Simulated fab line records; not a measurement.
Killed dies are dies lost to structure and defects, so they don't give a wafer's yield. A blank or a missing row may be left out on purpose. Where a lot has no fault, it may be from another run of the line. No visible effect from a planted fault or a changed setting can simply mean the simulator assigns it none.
Code-filled problem report in 8D (eight disciplines) form + flow nandHarc + the parts of the form that need people (team, actions taken, sign-off) are left out

== 1. THE ISSUE ==
Wafers without a fault read 1004 nm, standard deviation 7.9; thkNm at NHARC_A_ONON_D1_THK_MEAS_14 reads a mean of 669 nm on 6 wafers belonging to 2 lots. Relative to the usual mean, that is a shift of -42 standard deviations.
The step: measures by ellipsometry.
First observed at day 10 19:59: wafer L296.3, on filmMetro-02. At this step, 39 wafers from 13 lots have a number in the record. By rule, "out" or "out of limits" means more than 4 standard deviations away from the usual mean. All remaining wafers that have a number are taken as sound.

== 2. WHAT IT IS, WHAT IT ISN'T ==
| question                    | is                     | is not                                                                                       |
|-----------------------------|------------------------|----------------------------------------------------------------------------------------------|
| which readings at this step | thkNm                  | -                                                                                            |
| which lots                  | L296, L299             | L284, L285, L286, L287, L288, L289, L300, L302, L304, L305, L307                             |
| which wafers of those lots  | all that have a number | -                                                                                            |
| read on which gauges        | filmMetro-02           | filmMetro-01                                                                                 |
| when                        | from day 10 19:59      | up to then (18 sound wafers); but 15 sound wafers of L300, L302, L304, L305, L307 came after |

== 3. THE SUSPECTS, EACH WITH WHAT RULES IT OUT ==
Counting: a tool stays on the suspect list if, at a process step up to the reading, it processed all lots that are out and no sound lot following the first of them.
- the gauge at NHARC_A_ONON_D1_THK_MEAS_14 is ruled out. All the wafers that are out were read on filmMetro-02, but those of them that NHARC_END_SORT_01 has rows for are out there too, on other tools.
- rtpAnneal-02 at NHARC_P_BONDPAD_ANNEAL_28 (time 90 s): ruled out as a lasting fault. The sound lots L300, L302, L304, L307 went through it after L296, its earliest lot that is out (day 9 15:16).
- pecvdOnon-03 at NHARC_A_ONON_D1_DEP_12 (target thk 1000 nm): kept. Every lot that is out went through it, starting with L296 (day 10 19:35), and after that it ran no sound lot; the last sound lot it ran before then is L288 (day 8 12:15).
After counting, what remains is pecvdOnon-03 at NHARC_A_ONON_D1_DEP_12.

== 4. THE CAUSE (what the simulator had put in) ==
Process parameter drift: pecvdOnon-03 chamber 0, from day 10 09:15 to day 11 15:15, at NHARC_A_ONON_D1_DEP_12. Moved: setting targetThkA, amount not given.
After counting, this tool was the only one left.

== 5. THE EFFECT CHAIN, in route order ==
Each row: a reading whose mean over the struck wafers that have a number lies more than 3 standard deviations from the usual. Readings are gone through only where the record gives a usual standard deviation; hours: the median, over the lots, of the time from a lot's start at the first step in this table giving one to that lot's start at this step; sigmas: the change measured in usual standard deviations.
| hours | step                        | reading       | usual   | on struck wafers | change | sigmas |
|-------|-----------------------------|---------------|---------|------------------|--------|--------|
| 0     | NHARC_A_ONON_D1_THK_MEAS_14 | thkNm         | 1004 nm | 669              | -335   | -42    |
| 275   | NHARC_END_SORT_01           | killedAtArray | 24      | 672              | +648   | +77    |
| 275   | NHARC_END_SORT_01           | killedDies    | 27      | 677              | +650   | +76    |

== 6. WHAT WOULD HAVE CAUGHT IT SOONER ==
The first out-of-limits reading at a measuring or inspecting step in this record came at day 10 19:59, 11 hours after the fault's start at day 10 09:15.
Among the 2 lots that are out, L299 began NHARC_A_ONON_D1_DEP_12 on pecvdOnon-03 after day 10 19:59. It would have been spared by a hold on the tool at that moment.
